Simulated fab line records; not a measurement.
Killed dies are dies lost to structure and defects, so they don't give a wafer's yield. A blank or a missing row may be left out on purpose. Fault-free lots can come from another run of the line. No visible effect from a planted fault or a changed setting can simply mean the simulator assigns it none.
Matching of chambers | flow nand-harc | 4 sister chambers for NHARC_P_BONDPAD_CMP_32 on cmp-04
The step polishes SiCN, target thk 200 nm. 7 wafers are shown with their chamber, then 7 later ones without.

EACH WAFER AND ITS CHAMBER
wafer  | chamber | motor-current-A (A) | retaining-ring-pressure-frac
L343.1 | 3       | 12.4                | 1.007
L346.4 | 0       | 10.2                | 0.997
L346.6 | 1       | 11.5                | 1.002
L354.1 | 0       | 10.5                | 1.000
L354.6 | 2       | 12.1                | 1.000
L363.1 | 1       | 11.9                | 1.006
L363.2 | 2       | 12.1                | 1.011

WAFERS WITH NO CHAMBER GIVEN
wafer  | motor-current-A (A) | retaining-ring-pressure-frac
L363.3 | 11.1                | 1.005
L365.3 | 10.7                | 0.998
L365.4 | 12.3                | 0.995
L365.6 | 11.4                | 0.992
L364.2 | 10.5                | 1.003
L364.5 | 11.9                | 1.008
L364.6 | 11.9                | 0.997

WHICH CHAMBER EACH WENT THROUGH
wafer  | from the rows above          | in truth
L363.3 | can't be placed: 1 or 0 or 2 | 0
L365.3 | 0                            | 0
L365.4 | can't be placed: 2 or 3 or 1 | 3
L365.6 | can't be placed: 1 or 2      | 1
L364.2 | 0                            | 0
L364.5 | can't be placed: 2 or 1 or 3 | 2
L364.6 | can't be placed: 1 or 2 or 3 | 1
Correctly placed: 2 of 7. Not placeable from these rows: 5 (in 5, the candidates include the true chamber). Number placed wrongly: 0.
How it was worked out, from the rows above alone: a wafer's distance from a chamber is the root of the sum, over the readings, of the square of ((its reading less the chamber's mean) divided by the reading's scatter). The wafer belongs to the nearest chamber; if the next one is less than 2 further off, it can't be placed. The mean given for a chamber averages the wafers shown for that chamber. The scatter: take each reading less its chamber's mean, square it, sum over the shown wafers, divide by the number of wafers less the number of chambers, and take the root.
